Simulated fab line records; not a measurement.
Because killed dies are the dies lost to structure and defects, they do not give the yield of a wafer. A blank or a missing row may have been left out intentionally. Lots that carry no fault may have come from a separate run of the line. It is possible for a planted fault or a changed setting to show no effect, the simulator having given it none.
8D (eight disciplines) problem report, filled in by code | flow n5 finfet | the parts of the form that need people (team, actions taken, sign-off) are left out

== 1. THE PROBLEM ==
At N5_WELL_APT_CD_MEAS_08, cd nm averages 192.6 nm over 6 wafers from 2 lots, while fault-free wafers read 200.8 nm, standard deviation 1.8. Relative to the usual mean, that is a shift of -4.5 standard deviations.
The step: target cd 200 nm.
Earliest sighting: wafer L605.3 on cd sem-02 at day 4 01:36. Wafers with a number at this step in the record: 27, from 9 lots. The rule behind "out" and "out of limits": a value lying over 4 standard deviations away from the usual mean. The other wafers with a number count as sound.

== 2. WHAT IT IS; WHAT IT IS NOT ==
question                    | is                     | is not
which readings at this step | cd nm                  | -
which lots                  | L605, L606             | L596, L597, L607, L608, L610, L615, L616
which wafers of those lots  | all that have a number | -
read on which gauges        | cd sem-02              | cd sem-01
when                        | from day 4 01:36       | up to then (6 sound wafers); but 15 sound wafers of L607, L608, L610, L615, L616 came after

== 3. THE SUSPECTS, EACH WITH WHAT RULES IT OUT ==
Counting: a tool at any process step up to the reading remains a suspect when it ran all the lots that are out and ran no sound lot after the first of those.
- the gauge at N5_WELL_APT_CD_MEAS_08 has been ruled out. All the wafers that are out were read on cd sem-02, but those of them that N5_WELL_APT_EXPOSE_05 has rows for are out there too, on other tools.
- rie diel-02 at N5_ZERO_LAYER_DESCUM_16 (chemistry O2, time 7.9 s): kept. It ran every lot that is out, first L605 (day 4 00:41), and no sound lot after that.
- krf scanner-02 at N5_WELL_APT_EXPOSE_05 (exposes mask NWELL, defocus 0 nm, target cd 200 nm): kept. It processed each lot that is out, first L605 at day 4 01:26, and no sound lot thereafter; up to then, the last sound lot it processed was L596 at day 1 19:33. On those wafers its own readings are out: exposure dose mJ cm2.
The count leaves krf scanner-02 at N5_WELL_APT_EXPOSE_05 and rie diel-02 at N5_ZERO_LAYER_DESCUM_16.

== 4. THE CAUSE (what the simulator had put in) ==
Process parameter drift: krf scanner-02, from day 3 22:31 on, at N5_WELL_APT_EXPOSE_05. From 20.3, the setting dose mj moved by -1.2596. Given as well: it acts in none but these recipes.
This tool is one of the 2 suspects left after counting.

== 5. SEQUENCE OF EFFECTS, ordered by route ==
Each row: a reading where the mean over the struck wafers with a number is more than 3 standard deviations away from the usual. Only readings whose record carries a usual standard deviation are examined. hours: median over the lots of the time between each lot's start at the first step of this table that gives one and its start at this step. sigmas: the change, counted in usual standard deviations.
hours | step                   | reading              | usual    | on struck wafers | change | sigmas
0     | N5_WELL_APT_EXPOSE_05  | exposure dose mJ cm2 | 20.278   | 19.133           | -1.145 | -60
0     | N5_WELL_APT_CD_MEAS_08 | cd nm                | 200.8 nm | 192.6            | -8.2   | -4.5
It contains these process steps:
- N5_WELL_APT_EXPOSE_05: exposes mask NWELL, defocus 0 nm, target cd 200 nm.
Later measuring or inspecting steps at which every struck wafer that the step has a row for has a number for every such reading, and none has moved that far: N5_WELL_APT_OVL_MEAS_09, N5_WELL_APT_INSPECT_27, N5_BEOL_M4_RC_MEAS_101.

== 6. HOW IT WOULD HAVE BEEN CAUGHT EARLIER ==
In this record the first reading out of limits at a measuring or inspecting step was taken at day 4 01:36, 3 hours after the fault began at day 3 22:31.
At N5_WELL_APT_EXPOSE_05, the tool's own readings (exposure dose mJ cm2) were out on each struck wafer the step has a row for, so an alarm limit on them would have fired on the first such wafer.
Of the lots that are out (2), L606 began N5_WELL_APT_EXPOSE_05 on krf scanner-02 after day 4 01:36. Holding the tool at that time would have saved it.
